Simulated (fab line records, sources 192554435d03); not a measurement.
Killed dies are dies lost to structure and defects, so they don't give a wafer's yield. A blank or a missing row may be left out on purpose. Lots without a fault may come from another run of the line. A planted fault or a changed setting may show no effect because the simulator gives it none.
Chamber matching | flow n5_finfet | N5_BEOL_M4_ILD_DEP_00 on pecvd-02: 3 sister chambers
The step deposits SiOC from DEMS/O2, target thk 79 nm, time 15.3 s. 6 wafers are shown with their chamber, then 10 later ones without.

WAFERS WITH THEIR CHAMBER
wafer  | chamber | showerhead_vpp_V (V) | throttle_valve_pct (%)
L080.2 | 1       | 1381                 | 12.5
L080.5 | 0       | 1305                 | 12.1
L084.4 | 1       | 1367                 | 12.5
L084.5 | 0       | 1311                 | 12.0
L087.3 | 2       | 1468                 | 12.3
L087.5 | 2       | 1456                 | 12.4

WAFERS WITHOUT THEIR CHAMBER
wafer  | showerhead_vpp_V (V) | throttle_valve_pct (%)
L087.6 | 1308                 | 12.1
L096.1 | 1463                 | 12.7
L096.3 | 1466                 | 12.3
L096.5 | 1327                 | 11.9
L095.3 | 1452                 | 12.5
L095.5 | 1452                 | 12.4
L095.6 | 1331                 | 11.9
L097.2 | 1332                 | 12.3
L097.4 | 1292                 | 12.2
L097.6 | 1346                 | 12.4

WHICH CHAMBER EACH WENT THROUGH
wafer  | from the rows above     | in truth
L087.6 | 0                       | 0
L096.1 | 2                       | 2
L096.3 | 2                       | 2
L096.5 | 0                       | 0
L095.3 | 2                       | 2
L095.5 | 2                       | 2
L095.6 | 0                       | 0
L097.2 | can't be placed: 0 or 1 | 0
L097.4 | 0                       | 0
L097.6 | 1                       | 1
Placed correctly: 9 of 10. Can't be placed from these rows: 1 (the true chamber is among the candidates in 1). Placed wrongly: 0.
How it was worked out, from the rows above alone: a wafer's distance from a chamber is the root of the sum, over the readings, of the square of ((its reading less the chamber's mean) divided by the reading's scatter). The wafer belongs to the nearest chamber; if the next one is less than 2 further off, it can't be placed. A chamber's mean is the mean of its shown wafers. The scatter: the root of (the sum of the squares of (reading less its chamber's mean) over the shown wafers, divided by (wafers less chambers)).
